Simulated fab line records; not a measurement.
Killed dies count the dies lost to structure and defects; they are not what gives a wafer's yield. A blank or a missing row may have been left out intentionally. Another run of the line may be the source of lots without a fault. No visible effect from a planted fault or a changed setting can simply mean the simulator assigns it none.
Matching of chambers    flow n5Finfet    4 sister chambers for N5_BEOL_M4_DESCUM_33 on rieDiel-06
The step chemistry O2, time 7 s. 4 wafers are shown with their chamber, then 7 later ones without.

WAFERS WITH THEIR CHAMBER
wafer   chamber  drypumpMotorCurrentA (A)
L088.6  2        5.4
L090.2  1        4.8
L090.3  3        6.7
L092.4  0        5.1

WAFERS WITH NO CHAMBER GIVEN
wafer   drypumpMotorCurrentA (A)
L092.6  6.6
L093.1  6.7
L093.3  4.8
L093.5  4.8
L097.2  4.9
L097.3  6.7
L097.6  4.8

WHICH CHAMBER EACH WENT THROUGH
wafer   from the rows above      in truth
L092.6  3                        3
L093.1  3                        3
L093.3  1                        1
L093.5  1                        1
L097.2  can't be placed: 1 or 0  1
L097.3  3                        3
L097.6  1                        1
Correctly placed: 6 of 7. Unplaceable from these rows: 1, with the true chamber sitting among the candidates in 1. Placed wrongly: 0.
How it was worked out, from the rows above alone: a wafer's distance from a chamber is the root of the sum, over the readings, of the square of ((its reading less the chamber's mean) divided by the reading's scatter). The wafer belongs to the nearest chamber; if the next one is less than 2 further off, it can't be placed. Each chamber's mean is taken over the wafers shown for it. The scatter: root of mean squared gap, hidden wafer to nearest shown wafer, with one shown wafer a chamber.
